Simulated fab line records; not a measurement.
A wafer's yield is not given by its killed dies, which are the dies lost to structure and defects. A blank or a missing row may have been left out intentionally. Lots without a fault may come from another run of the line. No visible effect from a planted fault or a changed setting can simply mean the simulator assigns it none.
Matching of chambers | flow nand harc | rie diel-08 running NHARC_P_M2_DESCUM_14: 4 sister chambers
The step chemistry O2, time 3 s. 8 wafers are shown with their chamber, then 12 later ones without.

== WAFERS WITH THEIR CHAMBER ==
wafer  | chamber | drypump motor current A (A) | oes product au (a.u.)
L080.2 | 0       | 4.6                         | 1.012
L081.1 | 0       | 4.7                         | 1.001
L082.4 | 1       | 6.1                         | 0.999
L083.3 | 2       | 6.2                         | 0.990
L083.6 | 3       | 5.7                         | 0.994
L085.2 | 3       | 5.7                         | 0.989
L085.5 | 2       | 6.1                         | 1.001
L085.6 | 1       | 6.1                         | 1.001

== WAFERS MISSING THEIR CHAMBER ==
wafer  | drypump motor current A (A) | oes product au (a.u.)
L086.2 | 6.1                         | 1.004
L086.4 | 4.6                         | 0.998
L086.5 | 4.6                         | 1.006
L088.3 | 6.1                         | 0.998
L088.4 | 6.1                         | 0.996
L088.6 | 6.1                         | 0.994
L094.2 | 6.1                         | 0.998
L094.5 | 5.7                         | 0.990
L094.6 | 6.1                         | 0.986
L096.1 | 5.6                         | 0.989
L096.5 | 6.1                         | 0.999
L096.6 | 5.6                         | 0.999

== WHICH CHAMBER EACH ONE RAN IN ==
wafer  | from the rows above     | in truth
L086.2 | can't be placed: 1 or 2 | 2
L086.4 | 0                       | 0
L086.5 | 0                       | 0
L088.3 | can't be placed: 1 or 2 | 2
L088.4 | can't be placed: 1 or 2 | 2
L088.6 | can't be placed: 1 or 2 | 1
L094.2 | can't be placed: 1 or 2 | 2
L094.5 | 3                       | 3
L094.6 | can't be placed: 2 or 1 | 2
L096.1 | 3                       | 3
L096.5 | can't be placed: 1 or 2 | 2
L096.6 | 3                       | 3
Correctly placed: 5 of 12. These rows do not allow placing 7 (true chamber among the candidates in 7). Wrongly placed: 0.
How it was worked out, from the rows above alone: a wafer's distance from a chamber is the root of the sum, over the readings, of the square of ((its reading less the chamber's mean) divided by the reading's scatter). The wafer belongs to the nearest chamber; if the next one is less than 2 further off, it can't be placed. For every chamber, the mean is computed from those of its wafers that are shown. The scatter: take each reading less its chamber's mean, square it, sum over the shown wafers, divide by the number of wafers less the number of chambers, and take the root.
